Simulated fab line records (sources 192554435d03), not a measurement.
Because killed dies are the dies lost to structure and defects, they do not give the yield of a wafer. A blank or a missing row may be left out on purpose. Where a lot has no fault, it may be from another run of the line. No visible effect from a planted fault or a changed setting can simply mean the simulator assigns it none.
A lot that was struck, set against a sound lot :: flow n5-finfet :: 35 steps out of a route of 1938
Sound: these wafers, L285.1, L285.2, L285.4. Wafers L296.1, L296.4, L296.6 were the ones struck. At the end, the cause is stated.
Each step with rows lists, per side, the tool, then ch with its chambers, then its first start. Under that, the readings that differ: sound wafers :: struck wafers :: difference of the means :: sigmas: that difference in standard deviations of wafers without a fault.
alike: readings with means less than 2 such deviations apart, plus words and numbers identical on both sides. not compared: withheld readings, readings lacking a value on some wafer, bounds such as >300 that could conceal the same value, and numbers that have no deviation in the record and whose values overlap.
A row with sigmas, a row that says differs or no value, or rows on one side alone: a step with any of these is where the two part. Numbers that have no deviation but don't overlap get no sigmas and don't part them. Lack of a reading on every wafer of one side parts them only where that side has two or more wafers.

first, 11 steps without rows for these wafers: N5_BEOL_M6_HM_STRIP_39 (strips TiN in peroxide tin strip, target depth 25 nm, time 158 s); N5_BEOL_M6_SRD_40 (time 30 s); N5_BEOL_M6_PRECLEAN_42 (cleans in residue remover, time 60 s); N5_BEOL_M6_SRD_43 (time 30 s); N5_BEOL_M6_CURE_75 (cures SiCOH lowk, time 120 s); N5_BEOL_M6_DEGAS_44 (time 60 s); N5_BEOL_M6_PRE_CLEAN_45 (time 30 s); N5_BEOL_M6_ALD_77 (deposits TaN, target thk 2 nm, pulse time 2 s, purge time 3 s); N5_BEOL_M6_SURFACE_TREAT_79; N5_BEOL_M6_CVD_78 (deposits Co from CCTBA/H2, target thk 2 nm, time 142.3 s); N5_BEOL_M6_SPUTTER_48 (material Cu, target thk 10 nm, time 1.667 s).
N5_BEOL_M6_ECD_50: material Cu, target thk 300 nm.
  sound on ecd-cu-01 ch 0,1, day 9 01:03; struck on ecd-cu-02 ch 0,1, day 12 00:41
then, 22 steps without rows for these wafers: N5_BEOL_M6_ANNEAL_51 (time 90 s); N5_BEOL_M6_CMP_52 (polishes, stops on SiCOH lowk, t overpolish 6.9 s, target thk 80 nm); N5_BEOL_M6_PRE_CLEAN_55 (time 15 s); N5_BEOL_M6_DEP_56 (deposits SiCN from 3MS/NH3, target thk 10 nm, time 17.5 s); N5_BEOL_M7_ILD_DEP_00 (deposits SiCOH lowk from DEMS/porogen, target thk 179.75 nm, time 33.4 s); N5_BEOL_M7_CURE_74 (cures SiCOH lowk, time 240 s); N5_BEOL_M7_PECVD_70 (deposits SiO2 from TEOS/O2, target thk 20 nm, time 22.7 s); N5_BEOL_M7_HM_DEP_02 (deposits TiN, target thk 20 nm); N5_BEOL_M7_COAT_59 (time 60 s, resist thk 100 nm); N5_BEOL_M7_COAT_60 (time 60 s, resist thk 35 nm); N5_BEOL_M7_COAT_05 (resist thk 90 nm); N5_BEOL_M7_EBR_07; N5_BEOL_M7_SOFTBAKE_06 (time 60 s); N5_BEOL_M7_EXPOSE_08 (exposes mask M7); N5_BEOL_M7_PEB_09 (peb time 60 s); N5_BEOL_M7_DEVELOP_10 (develop time 30 s); N5_BEOL_M7_DESCUM_16 (chemistry O2, time 7.9 s); N5_BEOL_M7_ETCH_61 (etches SiARC in CF4, target depth 45.5 nm, time 75.8 s); N5_BEOL_M7_ETCH_62 (etches SOC in N2/H2, target depth 110 nm, overetch 22 nm, time 165 s); N5_BEOL_M7_STRIP_68 (strips in N2/H2); N5_BEOL_M7_STRIP_67 (strips in CF4); N5_BEOL_M7_HM_OPEN_17 (chemistry Cl2/BCl3, target TiN, target depth 20 nm, overetch 6 nm).
-- here the record skips 3 days between the struck wafers' starts before and after, leaving off in module BEOL_M7 and picking up in module PASSIVATION (first step shown: number 1936 of the route) --
N5_PASSIVATION_PROBE_49:
  sound on prober-02 at day 12 10:29; struck on prober-01 at day 15 11:59
reading: defect-limited-yield (%)
sound: 87.8 91.0 87.9
struck: 29.9 31.1 30.8
difference: -58.3
sigmas: -42

reading: killed_at_M4_up
sound: 11 6 9
struck: 765 752 756
difference: +749
sigmas: +99 or more

reading: killed-at-contacts
sound: 29 20 26
struck: 3 6 7
difference: -20
sigmas: -3

reading: killed-at-front-end
sound: 67 44 51
struck: 30 26 26
difference: -27
sigmas: -2

reading: killed-at-other
sound: 3 5 8
struck: 0 0 0
difference: -5
sigmas: -2

reading: killed-dies
sound: 144 106 143
struck: 827 813 817
difference: +688
sigmas: +40

reading: killed-on-rim
sound: 13 15 15
struck: 104 103 100
difference: +88
sigmas: +23

reading: killed-open
sound: 103 68 96
struck: 52 43 47
difference: -42
sigmas: -3

reading: sort_bin_5_function (%)
sound: 6.9 5.0 7.1
struck: 46.3 45.2 44.3
difference: +38.9
sigmas: +39

reading: sort_bin_6_memory (%)
sound: 4.9 3.6 4.2
struck: 17.5 19.2 18.4
difference: +14.1
sigmas: +22

reading: sort-n-pass
sound: 1036 1074 1037
struck: 353 367 363
difference: -688
sigmas: -38

reading: sort-yield-pct (%)
sound: 87.8 91.0 87.9
struck: 29.9 31.1 30.8
difference: -58.3
sigmas: -36
  alike: killed_at_M0_to_M3, killed-short

WHERE THEY PART
N5_PASSIVATION_PROBE_49 only, going by this record.

WHY: the cause the simulator had injected
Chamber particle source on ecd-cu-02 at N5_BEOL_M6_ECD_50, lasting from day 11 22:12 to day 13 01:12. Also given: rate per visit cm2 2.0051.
